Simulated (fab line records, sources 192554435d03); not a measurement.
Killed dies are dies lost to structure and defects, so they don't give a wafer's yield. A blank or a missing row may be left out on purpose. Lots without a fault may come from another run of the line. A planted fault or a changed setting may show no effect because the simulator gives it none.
fab line records | flow n5_finfet
record lots=5 wafers=14 last_day=17
route steps=1938 shown MIM_BOT_LITHO@1862 MIM_BOT_ETCH@1866 PASS1_CAP@1873 TV_LITHO@1875
lots that met no fault: from a run of the same line without faults
start_h: hours from the record's first day to the start of the lot's first wafer shown | wait_h: hours since the lot's step before | " the same as in the row above | L1.1+2: a row that stands for several wafers | - no value, or no start given | * or withheld: withheld | < > ~ a bound
route shown NAME@n: a module of which the file shows steps, and the number in the route of the first | usual: mean/standard deviation of fault-free wafers | same: alike in all rows | chamber/n: place in a boat | sites: the reading at each site | _std_site: their standard deviation | _edge_site: outer sites' mean less inner sites' | radius_mm: how far each site lies from the wafer's centre | mask NAME#n: copy n | behind: the tool/chamber that last shaped the wafer | hold: why the lot was held/for how many hours/how that ended | device: the transistor (n, p or np) that didn't switch | end of line: the same wafers' tests at the end of the route | a step without rows: its recipe alone | killed: dies lost to structure and defects at the first sort, not the wafer's yield | map: a wafer's dies, x killed, . not, _ none there
set.NAME: the setting as run; set.NAME@STEP: as run at that earlier step | model.NAME: the simulator's own value behind a step, which no gauge read
lots at some steps of the route; a table a step, a row a wafer
services: from which hour (start_h, from the record's first day; less than 0 if before it) a tool's chamber was out of use, for how many hours, and why
## steps
# step N5_MIM_BOT_LITHO_CD_MEAS_08
# recipe target_cd_nm=3000 landing_energy_ev=500 detector=se_inlens polarity=opening
# usual cd_nm=2999.9/2.2
# columns lot.wafer tool chamber start_h wait_h cd_nm
L804.3 cd_sem-02 0 306.07 - 2999.9
L804.4 " 0 " " 3002.0
L804.5 " 0 " " 3001.6
L810.2 cd_sem-01 0 334.99 - 3000.5
L810.4 " 0 " " 3002.8
L810.6 " 0 " " 2998.2
L809.1 cd_sem-03 0 338.88 - 3000.5
L809.3 " 0 " " 3001.3
L809.5 " 0 " " 2998.3
L811.1 cd_sem-01 0 379.90 - 2999.0
L811.2 " 0 " " 2998.1
L811.6 " 0 " " 2998.8
L820.1 cd_sem-03 0 399.74 - 2996.8
L820.2 " 0 " " 2998.6
# step N5_MIM_BOT_LITHO_OVL_MEAS_11
# recipe points_per_wafer=44
# usual MIM_BOT_OVL=0/6
# columns lot.wafer tool chamber start_h wait_h MIM_BOT_OVL[nm]
L804.3 overlay-01 0 306.10 0.0 -2
L804.4 " 0 " " -1
L804.5 " 0 " " -6
L810.2 overlay-01 0 335.02 0.0 2
L810.4 " 0 " " -2
L810.6 " 0 " " -1
L809.1 overlay-02 0 338.91 0.0 6
L809.3 " 0 " " -2
L809.5 " 0 " " 0
L811.1 overlay-01 0 379.93 0.0 -7
L811.2 " 0 " " -2
L811.6 " 0 " " -10
L820.1 overlay-01 0 399.77 0.0 1
L820.2 " 0 " " -6
# step N5_MIM_BOT_LITHO_INSPECT_12
# recipe mode=adi inspect_instrument=macro
# usual raw_defect_count=2.0/1.5
# columns lot.wafer tool chamber start_h wait_h raw_defect_count
L804.3 defect_inspect-01 - 306.12 0.0 3
L804.4 " - " " 3
L804.5 " - " " 2
L810.2 defect_inspect-02 - 335.04 0.0 0
L810.4 " - " " 1
L810.6 " - " " 2
L809.1 defect_inspect-01 - 338.94 0.0 8
L809.3 " - " " 1
L809.5 " - " " 0
L811.1 defect_inspect-01 - 379.96 0.0 0
L811.2 " - " " 4
L811.6 " - " " 3
L820.1 defect_inspect-02 - 399.79 0.0 3
L820.2 " - " " 1
# step N5_MIM_BOT_LITHO_DESCUM_10
# recipe chemistry=O2 time_s=7.9 source_power_w=50 bias_power_w=20 pressure_mtorr=20 rf_frequency_hz=2.712e+07 temp_c=40 o2_flow_sccm=225
# usual drypump_motor_current_A=5.8/0.55 oes_product_au=0.78/0.087 rf_fwd_power_W=49.67/0.2 rf_vpp_V=242.9/1.4 showerhead_plenum_p_Torr=2.08/0.072 throttle_valve_pct=20.38/0.26
# columns lot.wafer tool chamber start_h wait_h drypump_motor_current_A oes_product_au rf_fwd_power_W rf_hours_counter_h rf_vpp_V showerhead_plenum_p_Torr throttle_valve_pct
L804.3 rie_diel-01 1 306.15 0.0 5.3 0.70 49.46 219 241.5 2.06 20.70
L804.4 " 3 " " 5.9 0.91 49.46 31 244.9 2.12 20.04
L804.5 " 2 " " 6.7 0.72 49.47 - 243.5 2.09 20.55
L810.2 rie_diel-05 1 335.08 0.0 5.9 0.78 49.41 123 241.6 2.03 20.68
L810.4 " 0 " " 5.3 0.93 49.50 - 243.2 2.15 20.22
L810.6 " 2 " " 5.6 0.75 49.92 - 242.0 2.09 20.52
L809.1 rie_diel-01 3 338.97 0.0 5.9 0.89 49.69 43 243.0 2.11 20.07
L809.3 " 1 " " 5.3 0.69 49.44 228 242.5 2.05 20.73
L809.5 " 1 " " 5.3 0.68 49.61 - 243.6 2.05 20.71
L811.1 rie_diel-05 2 379.99 0.0 5.6 0.73 50.05 193 241.6 2.09 20.54
L811.2 " 3 " " 6.7 0.95 49.80 13 245.4 2.22 20.16
L811.6 " 0 " " 5.3 0.89 49.71 - 244.1 2.14 20.24
L820.1 rie_diel-06 0 400.00 0.2 6.4 0.67 49.69 239 241.1 1.99 20.81
L820.2 " 1 " " 5.8 0.84 49.74 68 243.6 2.13 20.26
# step N5_MIM_BOT_ETCH_ETCH_04
# recipe chemistry=CF4/O2 target=SiNx target_depth_a=260 time_s=13 ion_energy_ev=100 pressure_mtorr=40 source_w=535 bias_w=49 Ar_flow_sccm=100 cf4_flow_sccm=100 O2_flow_sccm=10
# usual drypump_motor_current_A=5.8/0.56 oes_ar_750_au=0.78/0.075 oes_product_au=0.78/0.083 rf_fwd_power_W=531.7/1.8 rf_vpp_V=239/3.8 showerhead_plenum_p_Torr=2.18/0.071 throttle_valve_pct=15.93/0.25
# columns lot.wafer tool chamber start_h wait_h drypump_motor_current_A oes_ar_750_au oes_product_au rf_fwd_power_W rf_hours_counter_h rf_vpp_V showerhead_plenum_p_Torr throttle_valve_pct
L804.3 rie_diel-01 1 306.22 0.0 5.3 0.70 0.70 530.6 219 242 2.17 16.31
L804.4 " 3 " " 5.9 0.91 0.92 533.4 31 235 2.24 15.67
L804.5 " 2 " " 6.7 0.71 0.72 536.9 - 242 2.19 16.07
L810.2 rie_diel-05 1 335.14 0.0 6.0 0.79 0.79 529.9 123 238 2.13 16.10
L810.4 " 0 " " 5.3 0.89 0.92 532.0 - 244 2.24 15.68
L810.6 " 2 " " 5.6 0.74 0.74 533.9 - 241 2.20 16.05
L809.1 rie_diel-01 3 339.04 0.0 5.9 0.88 0.89 532.0 43 235 2.23 15.70
L809.3 " 1 " " 5.3 0.70 0.69 530.2 228 243 2.17 16.33
L809.5 " 1 " " 5.2 0.70 0.69 532.8 - 241 2.17 16.32
L811.1 rie_diel-05 2 380.06 0.0 5.6 0.73 0.74 534.4 193 241 2.20 16.10
L811.2 " 3 " " 6.7 0.94 0.95 530.7 13 237 2.34 15.80
L811.6 " 0 " " 5.3 0.85 0.88 533.8 - 244 2.24 15.72
L820.1 rie_diel-06 0 400.07 0.0 6.4 0.69 0.67 530.1 239 234 2.09 16.35
L820.2 " 1 " " 5.8 0.82 0.82 530.6 68 240 2.22 15.71
# step N5_MIM_BOT_ETCH_ETCH_03
# recipe chemistry=Cl2/BCl3 target_depth_a=120 pressure_mtorr=8 icp_w=800 bias_w=100 Cl2_flow_sccm=20 bcl3_flow_sccm=80
# usual bcl3_flow_sccm=79.99/0.25 drypump_motor_current_A=6.1/0.39 oes_product_au=0.81/0.11 rf_fwd_power_W=795.0/3 throttle_valve_pct=27.5/0.35
# columns lot.wafer tool chamber start_h wait_h bcl3_flow_sccm drypump_motor_current_A oes_product_au rf_fwd_power_W rf_hours_counter_h throttle_valve_pct
L804.3 rie_metal-03 1 306.37 0.1 79.83 6.4 0.70 798.9 - 27.9
L804.4 " 1 " " 79.74 6.4 0.70 795.3 - 27.9
L804.5 " 1 " " 79.58 6.4 0.70 797.1 - 27.9
L810.2 rie_metal-02 0 335.23 0.1 79.72 5.9 0.93 793.7 7 27.6
L810.4 " 1 " " 79.86 5.9 0.81 792.9 - 27.4
L810.6 " 1 " " 80.06 5.9 0.81 791.7 - 27.4
L809.1 rie_metal-02 1 339.13 0.1 79.66 5.9 0.81 796.0 30 27.4
L809.3 " 1 " " 80.01 5.9 0.81 794.5 - 27.5
L809.5 " 1 " " 79.72 5.9 0.82 795.3 - 27.5
L811.1 rie_metal-01 1 380.14 0.1 79.99 6.3 0.77 798.2 40 27.1
L811.2 " 0 " " 79.98 6.3 0.95 790.1 1 27.4
L811.6 " 0 " " 79.86 6.3 0.96 794.3 - 27.4
L820.1 rie_metal-03 1 400.16 0.1 80.70 6.4 0.68 794.1 80 27.9
L820.2 " 0 " " 80.16 5.3 0.92 790.5 8 27.0
# step N5_MIM_BOT_ETCH_ETCH_00
# recipe chemistry=Cl2/BCl3 target=TiN target_depth_a=455 ion_energy_ev=150 pressure_mtorr=10 icp_w=1000 bias_w=126 Cl2_flow_sccm=53.25 bcl3_flow_sccm=21.75 Ar_flow_sccm=25
# usual bcl3_flow_sccm=21.75/0.063 drypump_motor_current_A=6.1/0.39 oes_ar_750_au=0.81/0.12 oes_product_au=0.81/0.11 rf_fwd_power_W=995/3.5 throttle_valve_pct=21.89/0.3
# columns lot.wafer tool chamber start_h wait_h bcl3_flow_sccm drypump_motor_current_A oes_ar_750_au oes_product_au rf_fwd_power_W rf_hours_counter_h throttle_valve_pct
L804.3 rie_metal-03 1 306.57 0.2 21.72 6.4 0.69 0.70 1001 - 22.24
L804.4 " 1 " " 21.58 6.4 0.69 0.69 1001 - 22.25
L804.5 " 1 " " 21.69 6.4 0.69 0.69 995 - 22.24
L810.2 rie_metal-02 0 335.32 0.1 21.71 5.9 0.92 0.93 990 7 21.90
L810.4 " 1 " " 21.68 5.9 0.81 0.82 991 - 21.96
L810.6 " 1 " " 21.65 5.9 0.81 0.81 995 - 21.96
L809.1 rie_metal-02 1 339.22 0.1 21.81 5.9 0.81 0.80 994 30 21.97
L809.3 " 1 " " 21.69 5.9 0.81 0.81 995 - 22.00
L809.5 " 1 " " 21.76 5.9 0.81 0.81 998 - 21.99
L811.1 rie_metal-01 1 380.23 0.1 21.66 6.3 0.74 0.77 996 40 21.59
L811.2 " 0 " " 21.71 6.3 0.96 0.96 992 2 21.76
L811.6 " 0 " " 21.83 6.2 0.96 0.96 989 - 21.77
L820.1 rie_metal-03 1 400.25 0.1 21.73 6.4 0.67 0.67 996 80 22.27
L820.2 " 0 " " 21.73 5.3 0.92 0.92 997 8 21.47
# step N5_MIM_BOT_ETCH_STRIP_01
# recipe chemistry=O2 power_w=600 temp_c=60 pressure_mtorr=30 rf_frequency_hz=6e+07 bias_power_w=0 overash_fraction=0.5 o2_flow_sccm=225
# usual drypump_motor_current_A=5.8/0.55 oes_product_au=0.79/0.087 rf_vpp_V=3.8/1.4 showerhead_plenum_p_Torr=2.09/0.076 throttle_valve_pct=16.62/0.26
# same overash_fraction=0.5
# columns lot.wafer tool chamber start_h wait_h drypump_motor_current_A oes_product_au rf_hours_counter_h rf_vpp_V showerhead_plenum_p_Torr throttle_valve_pct
L804.3 rie_diel-05 0 306.98 0.4 5.3 0.97 5 6.1 2.16 16.40
L804.4 " 1 " " 6.0 0.81 - 0.8 2.04 16.87
L804.5 " 2 " " 5.6 0.75 - 5.8 2.10 16.78
L810.2 rie_diel-01 0 335.56 0.2 6.2 0.87 62 6.1 2.21 16.28
L810.4 " 3 " " 5.9 0.89 - 4.2 2.12 16.33
L810.6 " 0 " " 6.2 0.86 - 4.5 2.21 16.26
L809.1 rie_diel-06 2 339.36 0.1 5.3 0.78 121 4.9 2.01 16.39
L809.3 " 3 " " 4.8 0.73 194 1.6 1.99 16.64
L809.5 " 3 " " 4.8 0.73 - 1.9 1.99 16.66
L811.1 rie_diel-05 1 380.51 0.2 6.0 0.76 135 3.2 2.03 16.86
L811.2 " 3 " " 6.7 0.95 13 5.6 2.22 16.41
L811.6 " 3 " " 6.7 0.93 - 4.3 2.22 16.44
L820.1 rie_diel-06 0 400.39 0.1 6.4 0.67 239 4.8 1.99 17.06
L820.2 " 2 " " 5.3 0.75 144 1.6 2.00 16.48
# step N5_MIM_BOT_ETCH_STRIP_02
# recipe chemistry=post_etch_residue_remover time_s=1200 temp_c=72.5
# step N5_MIM_BOT_ETCH_CLEAN_05
# recipe chemistry=IPA time_s=180 temp_c=25
# step N5_MIM_BOT_ETCH_SRD_06
# recipe dry=ipa_marangoni time_s=30 temp_c=23 rinse_liquid=diw
# step N5_PASSIVATION_PECVD_55
# recipe material=SiO2 target_thk_a=4000 temp_c=400 precursor=SiH4/N2O pressure_torr=2.7 rf_w=608 time_s=22.5
# step N5_PASSIVATION_PECVD_01
# recipe material=SiNx target_thk_a=2000 temp_c=400 precursor=SiH4/NH3/N2 pressure_torr=4.9 rf_w=1406 time_s=43.2
# usual heater_power_w=350/63 rf_fwd_power_W=1394/5.7 showerhead_plenum_p_Torr=8.67/0.057 showerhead_vpp_V=2399/160 susceptor_temp_C=399.99/0.2 throttle_valve_pct=29.1/1.5
# columns lot.wafer tool chamber start_h wait_h heater_power_w rf_fwd_power_W showerhead_plenum_p_Torr showerhead_vpp_V susceptor_temp_C throttle_valve_pct model.SiNx_of_PASSIVATION_PECVD_01.thk_nm
L804.3 pecvd-04 2 307.55 0.0 287 1400 8.63 2411 399.81 27.1 198.4
L804.4 " 0 " " 376 1399 8.75 2033 399.64 28.9 204.6
L804.5 " 1 " " 311 1388 8.59 2277 399.79 27.9 202.8
L810.2 pecvd-04 0 336.09 0.0 480 1402 8.73 2084 400.13 28.9 197.6
L810.4 " 2 " " 243 1403 8.61 2426 399.99 27.1 202.2
L810.6 " 0 " " 317 1394 8.74 2060 400.20 28.8 199.2
L809.1 pecvd-03 1 339.89 0.0 433 1396 8.73 2261 399.87 30.8 195.8
L809.3 " 2 " " 391 1395 8.68 2613 400.12 26.9 196.2
L809.5 " 2 " " 403 1392 8.67 2612 400.20 26.8 199.6
L811.1 pecvd-02 2 381.05 0.0 420 1386 8.61 2509 399.77 30.0 199.4
L811.2 " 1 " " 308 1397 8.61 2611 400.12 29.3 200
L811.6 " 0 " " 318 1388 8.72 2319 400.09 31.7 200.8
L820.1 pecvd-02 0 400.92 0.0 308 1392 8.74 2287 400.72 31.5 198
L820.2 " 1 " " 445 - 8.65 2586 - 29.1 189.8
# step N5_PASSIVATION_HMDS_03
# recipe time_s=60 temp_c=120
## services
# columns tool chamber start_h hours kind
pecvd-04 2 294.41 2.1 scheduled_down
rie_metal-03 0 295.59 - clean
rie_metal-03 0 295.59 24.7 scheduled_down
rie_metal-03 0 295.59 24.7 vent_cycle
rie_diel-05 3 314.94 11.0 repair
pecvd-02 1 315.25 3.4 repair
rie_diel-05 3 326.15 - clean
rie_diel-05 3 326.15 - consumable_replace:focus_ring
rie_diel-05 3 326.15 - consumable_replace:showerhead
rie_diel-05 3 326.15 16.1 scheduled_down
rie_diel-05 3 326.15 16.1 vent_cycle
pecvd-02 - 328.67 1.5 repair
rie_diel-06 3 333.55 2.8 repair
rie_diel-06 - 334.62 0.7 repair
pecvd-03 1 341.51 5.2 repair
pecvd-04 - 343.24 1.7 repair
rie_diel-05 1 355.36 13.1 repair
pecvd-02 0 359.75 7.6 repair
rie_diel-01 2 393.89 - clean
rie_diel-01 2 393.89 - consumable_replace:focus_ring
rie_diel-01 2 393.89 18.1 scheduled_down
rie_diel-01 2 393.89 18.1 vent_cycle
rie_diel-05 3 397.26 7.3 repair
rie_diel-05 - 400.19 2.8 pm
## key
first_sign none at tools or gauges
model_effect step=N5_PASSIVATION_PECVD_01 value=SiNx_of_PASSIVATION_PECVD_01.thk_nm without=196.8 struck=189.8
met_at N5_PASSIVATION_PECVD_01
struck_wafers L820.2
onset_between 381.05 400.92
fault kind=process_parameter_drift tool=pecvd-02 chamber=- onset_h=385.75 steps=N5_PASSIVATION_PECVD_01 channel=time_s offset=* shape=step end_h=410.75 scope=struck_wafers_only acts_in=* stated=*
